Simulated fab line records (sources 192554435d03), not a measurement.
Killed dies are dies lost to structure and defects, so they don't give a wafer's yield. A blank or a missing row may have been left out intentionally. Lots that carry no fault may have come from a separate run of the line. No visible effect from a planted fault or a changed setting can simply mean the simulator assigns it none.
fab line records -- flow n5-finfet
record: lots: 11, wafers: 33, last-day: 17
route steps=1938 shown BEOL_M14@1748 PASSIVATION@1936
lots that met no fault: from a run of the same line without faults
start-h: the number of hours between the record's first day and the start of the first shown wafer of the lot -- wait-h: hours from the lot's prior step to this one -- " the same as in the row above -- L1.1+2: several wafers, shown together as one row -- - no value present, or no start provided -- * or withheld: withheld -- < > ~ a bound
route shown NAME@n: names a module that has steps shown in the file, with the first one's number in the route -- usual: mean/standard deviation of fault-free wafers -- same: alike in all rows -- chamber/n: place in a boat -- sites: each site's reading -- _std_site: the values' standard deviation -- _edge_site: mean of outer sites minus mean of inner sites -- radius-mm: for every site, how far away it sits from the centre of the wafer -- mask NAME#n: copy n -- behind: the tool/chamber that last shaped the wafer -- hold: why the lot went on hold/how many hours it stayed there/how the hold came to an end -- device: which transistor (n, p or np) failed to switch -- end of line: at the end of the route, the tests of the same wafers -- for a step that has no rows: nothing shown but its recipe -- killed: count of dies lost to structure and defects at first sort (not the wafer's yield) -- map: dies across one wafer; x = killed, . = not, _ = none there
set.NAME: the setting as run; set.NAME@STEP: as run at that earlier step -- model.NAME: the simulator's own value behind a step, which no gauge read
the route's steps for a sample of lots (tables are steps, rows are wafers)
services: the hour from which a tool's chamber was out of use, counted from the record's first day as start-h (under 0 if before that day), plus the number of hours and why
== steps ==
step: N5_BEOL_M14_INSPECT_30
recipe: mode: adi, inspect-instrument: macro
usual: raw-defect-count: 2.0/1.4
lot.wafer,tool,chamber,start-h,wait-h,raw-defect-count
L827.1,defect-inspect-02,-,245.99,0.0,0
L827.3,defect-inspect-02,-,245.99,0.0,1
L827.5,defect-inspect-02,-,245.99,0.0,1
L831.3,defect-inspect-02,-,271.05,0.0,2
L831.5,defect-inspect-02,-,271.05,0.0,1
L831.6,defect-inspect-02,-,271.05,0.0,4
L833.1,defect-inspect-01,-,275.05,0.0,1
L833.2,defect-inspect-01,-,275.05,0.0,0
L833.4,defect-inspect-01,-,275.05,0.0,2
L832.2,defect-inspect-02,-,277.43,0.0,0
L832.3,defect-inspect-02,-,277.43,0.0,5
L832.4,defect-inspect-02,-,277.43,0.0,1
L836.3,defect-inspect-01,-,308.28,0.0,0
L836.4,defect-inspect-01,-,308.28,0.0,2
L836.5,defect-inspect-01,-,308.28,0.0,4
L842.2,defect-inspect-02,-,342.73,0.0,2
L842.3,defect-inspect-02,-,342.73,0.0,3
L842.4,defect-inspect-02,-,342.73,0.0,5
L844.1,defect-inspect-02,-,354.97,0.0,2
L844.2,defect-inspect-02,-,354.97,0.0,2
L844.6,defect-inspect-02,-,354.97,0.0,1
L845.3,defect-inspect-01,-,363.24,0.0,0
L845.4,defect-inspect-01,-,363.24,0.0,2
L845.5,defect-inspect-01,-,363.24,0.0,3
L846.4,defect-inspect-01,-,369.98,0.0,4
L846.5,defect-inspect-01,-,369.98,0.0,2
L846.6,defect-inspect-01,-,369.98,0.0,1
L850.2,defect-inspect-01,-,389.79,0.0,1
L850.4,defect-inspect-01,-,389.79,0.0,4
L850.6,defect-inspect-01,-,389.79,0.0,2
L848.1,defect-inspect-02,-,390.15,0.0,1
L848.4,defect-inspect-02,-,390.15,0.0,2
L848.6,defect-inspect-02,-,390.15,0.0,3
step: N5_BEOL_M14_ETCH_67
recipe: chemistry: CF4, target: SiARC, target-depth-a: 1430, time-s: 238.3, ion-energy-ev: 80, pressure-mtorr: 40, source-w: 545, bias-w: 36, Ar_flow_sccm: 100, cf4-flow-sccm: 100, ends: cleared
usual: drypump-motor-current-A: 5.5/0.5, etch-rf-on-time-s: 239/5.4, mfc-ar-sccm: 100.0/0.31, oes-product-au: 0.67/0.08, rf-vpp-V: 184.1/1.2, showerhead-plenum-p-Torr: 2.15/0.077, throttle-valve-pct: 15.63/0.19
lot.wafer,tool,chamber,start-h,wait-h,drypump-motor-current-A,etch-rf-on-time-s,mfc-ar-sccm,oes-product-au,rf-hours-counter-h,rf-vpp-V,showerhead-plenum-p-Torr,throttle-valve-pct
L827.1,rie-diel-03,0,246.24,0.0,5.1,233,100.8,0.73,78,185.7,2.27,15.53
L827.3,rie-diel-03,2,246.24,0.0,6.2,243,100.1,0.59,203,182.9,2.13,15.74
L827.5,rie-diel-03,0,246.24,0.0,5.1,235,100.4,0.72,-,185.9,2.27,15.53
L831.3,rie-diel-01,1,271.12,0.0,5.1,236,100.1,0.86,0,186.1,2.28,15.37
L831.5,rie-diel-01,3,271.12,0.0,5.9,245,99.9,0.63,-,185.0,2.13,15.79
L831.6,rie-diel-01,0,271.12,0.0,5.7,242,99.3,0.66,-,182.5,2.07,15.46
L833.1,rie-diel-01,2,275.12,0.0,5.0,240,100.2,0.77,35,186.2,2.26,15.52
L833.2,rie-diel-01,3,275.12,0.0,5.9,246,100.1,0.62,163,184.5,2.13,15.81
L833.4,rie-diel-01,0,275.12,0.0,5.7,239,99.8,0.66,125,182.3,2.07,15.46
L832.2,rie-diel-03,3,277.66,0.0,4.8,236,99.6,0.64,148,183.5,2.14,15.85
L832.3,rie-diel-03,2,277.66,0.0,6.2,242,99.9,0.60,212,184.3,2.13,15.76
L832.4,rie-diel-03,0,277.66,0.0,5.1,237,100.2,0.71,86,184.3,2.27,15.53
L836.3,rie-diel-03,2,308.35,0.0,6.2,243,100.4,0.58,223,185.9,2.12,15.79
L836.4,rie-diel-03,0,308.35,0.0,5.1,237,100.1,0.69,97,186.5,2.26,15.57
L836.5,rie-diel-03,2,308.35,0.0,6.2,243,100.3,0.58,-,182.4,2.12,15.79
L842.2,rie-diel-01,1,342.80,0.0,5.1,235,100.0,0.78,24,185.2,2.27,15.42
L842.3,rie-diel-01,0,342.80,0.0,5.7,244,100.1,0.64,149,183.2,2.06,15.51
L842.4,rie-diel-01,2,342.80,0.0,5.0,238,100.0,0.75,58,184.1,2.25,15.56
L844.1,rie-diel-04,0,355.04,0.0,5.4,228,100.2,0.76,48,184.7,2.18,15.32
L844.2,rie-diel-04,3,355.04,0.0,5.4,229,99.8,0.75,61,184.0,2.17,15.42
L844.6,rie-diel-04,0,355.04,0.0,5.5,229,99.9,0.76,-,184.4,2.18,15.34
L845.3,rie-diel-03,3,363.30,0.0,4.8,236,100.0,0.61,178,183.2,2.13,15.92
L845.4,rie-diel-03,2,363.30,0.0,6.2,247,100.1,0.57,242,183.1,2.12,15.80
L845.5,rie-diel-03,0,363.30,0.0,5.1,238,99.9,0.69,-,185.6,2.26,15.60
L846.4,rie-diel-03,0,370.12,0.1,5.1,239,100.0,0.69,-,184.8,2.26,15.61
L846.5,rie-diel-03,2,370.12,0.1,6.2,244,100.0,0.58,-,183.7,2.12,15.82
L846.6,rie-diel-03,3,370.12,0.1,4.8,236,100.5,0.61,-,183.7,2.13,15.91
L850.2,rie-diel-03,0,389.86,0.0,5.1,239,100.1,0.67,125,184.2,2.25,15.63
L850.4,rie-diel-03,2,389.86,0.0,6.2,248,100.2,0.57,-,183.9,2.11,15.82
L850.6,rie-diel-03,0,389.86,0.0,5.1,241,100.3,0.67,-,185.6,2.25,15.61
L848.1,rie-diel-03,2,390.44,0.0,6.2,251,99.6,0.56,252,184.2,2.11,15.83
L848.4,rie-diel-03,2,390.44,0.0,6.2,249,100.1,0.56,-,182.7,2.11,15.82
L848.6,rie-diel-03,0,390.44,0.0,5.1,242,99.9,0.67,-,186.1,2.25,15.63
step: N5_BEOL_M14_SPUTTER_45
recipe: material: Cu, target-thk-a: 1000, temp-c: -20, bias-v: 60, power-w: 26000, chamber-pressure-pa: 0.13, time-s: 16.67
usual: cathode-dc-power-W: 26001/4.7, throttle-valve-pct: 29.9/1
lot.wafer,tool,chamber,start-h,wait-h,cathode-dc-power-W,throttle-valve-pct
L827.1,pvd-sputter-02,-,253.17,0.0,26004,29.7
L827.3,pvd-sputter-02,-,253.17,0.0,26005,29.3
L827.5,pvd-sputter-02,-,253.17,0.0,25989,29.6
L831.3,pvd-sputter-01,-,272.92,0.0,26005,28.9
L831.5,pvd-sputter-01,-,272.92,0.0,25999,30.3
L831.6,pvd-sputter-01,-,272.92,0.0,26008,28.8
L833.1,pvd-sputter-02,-,279.52,0.0,26002,29.8
L833.2,pvd-sputter-02,-,279.52,0.0,26005,29.3
L833.4,pvd-sputter-02,-,279.52,0.0,26003,32.7
L832.2,pvd-sputter-02,-,280.22,0.0,25997,32.9
L832.3,pvd-sputter-02,-,280.22,0.0,26004,29.8
L832.4,pvd-sputter-02,-,280.22,0.0,26003,29.2
L836.3,pvd-sputter-02,-,311.92,0.0,25998,29.3
L836.4,pvd-sputter-02,-,311.92,0.0,20883,32.7
L836.5,pvd-sputter-02,-,311.92,0.0,26001,29.4
L842.2,pvd-sputter-03,-,344.06,0.0,25999,30.6
L842.3,pvd-sputter-03,-,344.06,0.0,26003,29.1
L842.4,pvd-sputter-03,-,344.06,0.0,25994,28.7
L844.1,pvd-sputter-03,-,356.73,0.0,25999,28.9
L844.2,pvd-sputter-03,-,356.73,0.0,26006,30.3
L844.6,pvd-sputter-03,-,356.73,0.0,26004,30.8
L845.3,pvd-sputter-01,-,366.98,0.0,26004,29.0
L845.4,pvd-sputter-01,-,366.98,0.0,25991,30.6
L845.5,pvd-sputter-01,-,366.98,0.0,25998,29.2
L846.4,pvd-sputter-03,-,374.77,0.0,25999,28.6
L846.5,pvd-sputter-03,-,374.77,0.0,25993,30.1
L846.6,pvd-sputter-03,-,374.77,0.0,26001,28.7
L850.2,pvd-sputter-02,-,392.39,0.0,26003,29.8
L850.4,pvd-sputter-02,-,392.39,0.0,25996,29.1
L850.6,pvd-sputter-02,-,392.39,0.0,26007,29.5
L848.1,pvd-sputter-01,-,392.40,0.0,25991,30.5
L848.4,pvd-sputter-01,-,392.40,0.0,26009,30.0
L848.6,pvd-sputter-01,-,392.40,0.0,26000,28.8
step: N5_PASSIVATION_PROBE_49
usual: defect-limited-yield: 91.7/1.2, killed_at_M0_to_M3: 33/9.5, killed_at_M4_up: 13/4.9, killed-at-contacts: 13/6.6, killed-at-front-end: 36/11, killed-at-other: 3.0/2.6, killed-dies: 97/14, killed-open: 65/11, killed-short: 31/6.6, sort_bin_5_function: 4.8/0.82, sort_bin_6_memory: 3.1/0.58, sort_bin_8_speed: 0.00/0.02, sort-n-pass: 1083/14, sort-yield-pct: 91.7/1.2
same: gross-dies: 1180, killed-at-back-side: 0, sort_bin_4_leakage[%]: 0
lot.wafer,tool,chamber,start-h,wait-h,defect-limited-yield[%],killed_at_M0_to_M3,killed_at_M4_up,killed-at-contacts,killed-at-front-end,killed-at-other,killed-dies,killed-open,killed-short,sort_bin_5_function[%],sort_bin_6_memory[%],sort_bin_8_speed[%],sort-n-pass,sort-yield-pct[%]
L836.3,prober-02,-,337.16,0.1,89.1,40,22,27,36,4,129,88,40,6.0,4.6,0,1051,89.1
L836.4,prober-02,-,337.21,0.2,92.6,25,23,28,11,0,87,61,26,3.5,3.5,0,1093,92.6
L836.5,prober-02,-,337.26,0.2,92.5,14,24,24,24,3,89,65,24,4.9,2.4,0,1091,92.5
L842.2,prober-02,-,368.07,0.1,89.8,45,8,27,40,0,120,81,39,5.0,4.9,0,1060,89.8
L842.3,prober-02,-,368.12,0.1,91.2,31,11,28,30,4,104,71,32,5.2,3.3,0,1076,91.2
L842.4,prober-02,-,368.17,0.2,92.7,24,8,18,36,0,86,59,27,3.9,2.8,0,1094,92.7
killed by level:class
L836.3 MOL_CONTACT_COAG:geometric-particle:open=20 BEOL_M0_SAQP:geometric-particle:open=13 BEOL_M4:geometric-particle:open=9 GATE_CUT:geometric-particle:short=8 MOL_CONTACT_COAG:geometric-particle:short=7 BEOL_M0_SAQP:geometric-particle:short=7 BEOL_M2:geometric-particle:open=7 STARTING-WAFER:geometric-particle:short=7
L836.4 MOL_CONTACT_COAG:geometric-particle:open=18 MOL_CONTACT_COAG:geometric-particle:short=10 BEOL_M4:geometric-particle:open=9 BEOL_M3:geometric-particle:open=7 BEOL_M0_SAQP:geometric-particle:open=6 BEOL_M5:geometric-particle:open=5 FIN_SAQP:geometric-particle:short=4 BEOL_M0_SAQP:geometric-particle:short=4
L836.5 MOL_CONTACT_COAG:geometric-particle:open=16 BEOL_M4:geometric-particle:open=12 MOL_CONTACT_COAG:geometric-particle:short=8 BEOL_M5:geometric-particle:open=5 DUMMY_GATE:geometric-particle:open=3 GATE_CUT:geometric-particle:short=3 BEOL_M0_SAQP:geometric-particle:open=3 BEOL_M1:geometric-particle:open=3
L842.2 MOL_CONTACT_COAG:geometric-particle:open=21 BEOL_M2:geometric-particle:open=10 BEOL_M1:geometric-particle:open=10 BEOL_M0_SAQP:geometric-particle:open=9 BEOL_M0_SAQP:geometric-particle:short=9 FIN_SAQP:geometric-particle:open=7 STI_FIN_REVEAL:geometric-particle:open=7 FIN_SAQP:geometric-particle:short=6
L842.3 MOL_CONTACT_COAG:geometric-particle:open=23 BEOL_M2:geometric-particle:open=8 BEOL_M4:geometric-particle:open=7 GATE_CUT:geometric-particle:short=6 MOL_CONTACT_COAG:geometric-particle:short=5 BEOL_M1:geometric-particle:open=5 STI_FIN_REVEAL:geometric-particle:open=4 DUMMY_GATE:geometric-particle:open=4
L842.4 STI_FIN_REVEAL:geometric-particle:open=13 MOL_CONTACT_COAG:geometric-particle:open=12 MOL_CONTACT_COAG:geometric-particle:short=6 BEOL_M0_SAQP:geometric-particle:short=6 BEOL_M3:geometric-particle:open=5 DUMMY_GATE:geometric-particle:open=5 GATE_CUT:geometric-particle:short=5 STARTING-WAFER:geometric-particle:open=5
== services ==
tool,chamber,start-h,hours,kind
rie-diel-04,1,244.41,8.5,repair
rie-diel-03,-,245.05,0.2,repair
rie-diel-01,1,257.18,-,clean
rie-diel-01,1,257.18,-,consumable-replace:focus-ring
rie-diel-01,1,257.18,-,consumable-replace:showerhead
rie-diel-04,2,301.40,10.4,repair
rie-diel-04,0,305.53,5.1,repair
pvd-sputter-02,-,339.95,2.2,repair
rie-diel-01,3,348.02,13.9,repair
rie-diel-04,1,359.79,-,clean
rie-diel-04,1,359.79,-,consumable-replace:focus-ring
rie-diel-04,1,359.79,16.8,scheduled-down
rie-diel-04,1,359.79,16.8,vent-cycle
rie-diel-03,1,366.23,4.5,repair
pvd-sputter-03,-,368.00,0.7,repair
pvd-sputter-03,-,372.32,1.7,repair
rie-diel-04,-,377.07,2.3,repair
pvd-sputter-03,-,377.74,8.1,repair
pvd-sputter-01,-,377.90,0.6,repair
rie-diel-03,1,385.11,-,clean
rie-diel-03,1,385.11,-,consumable-replace:focus-ring
rie-diel-03,1,385.11,12.6,scheduled-down
rie-diel-03,1,385.11,12.6,vent-cycle
== key ==
first-sign: step: N5_BEOL_M14_SPUTTER_45, reading: cathode-dc-power-W, direction: down, sigmas: 99+, usual: *, struck: *
effect none on later readings
met-at N5_BEOL_M14_SPUTTER_45
struck-lots L836
struck-wafers L836.4
not-acting-at N5_BEOL_M14_INSPECT_30,N5_BEOL_M14_ETCH_67
onset-between 280.22 311.92
fault: kind: process-parameter-drift, tool: pvd-sputter-02, chamber: -, onset-h: 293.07, steps: N5_BEOL_M14_SPUTTER_45, channel: power-w, offset: *, shape: step, end-h: 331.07, acts-in: *, stated: *, scope: struck-wafers-only
